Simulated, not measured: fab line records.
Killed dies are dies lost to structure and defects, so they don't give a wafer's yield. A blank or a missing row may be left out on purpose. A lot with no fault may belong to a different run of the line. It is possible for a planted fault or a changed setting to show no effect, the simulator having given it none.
Matching of chambers | flow n5 finfet | N5_SD_EPI_P_ETCH_47 on rie diel-06: 4 sister chambers
The step etches SiOCN in CH3F/O2, target depth 25 nm. 4 wafers are shown with their chamber, then 8 later ones without.

## WAFERS PAIRED WITH THEIR CHAMBERS
wafer  | chamber | showerhead plenum p Torr (Torr)
L568.4 | 3       | 2.05
L575.4 | 1       | 2.05
L585.4 | 2       | 1.91
L586.1 | 0       | 2.12

## WAFERS MISSING THEIR CHAMBER
wafer  | showerhead plenum p Torr (Torr)
L586.2 | 2.05
L586.3 | 2.04
L587.2 | 2.12
L587.4 | 2.12
L587.6 | 2.04
L589.4 | 2.05
L589.5 | 2.12
L589.6 | 2.03

## THE CHAMBER EACH PASSED THROUGH
wafer  | from the rows above     | in truth
L586.2 | can't be placed: 1 or 3 | 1
L586.3 | can't be placed: 1 or 3 | 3
L587.2 | 0                       | 0
L587.4 | 0                       | 0
L587.6 | can't be placed: 1 or 3 | 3
L589.4 | can't be placed: 1 or 3 | 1
L589.5 | 0                       | 0
L589.6 | can't be placed: 1 or 3 | 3
Correct placement for 3 of the 8. Not placeable from these rows: 5 (in 5, the candidates include the true chamber). Number placed wrongly: 0.
How it was worked out, from the rows above alone: a wafer's distance from a chamber is the root of the sum, over the readings, of the square of ((its reading less the chamber's mean) divided by the reading's scatter). If the next closest chamber is less than 2 further off than the closest, the wafer can't be placed; otherwise it belongs to the closest. The mean given for a chamber averages the wafers shown for that chamber. The scatter: root of mean squared gap, hidden wafer to nearest shown wafer, with one shown wafer a chamber.
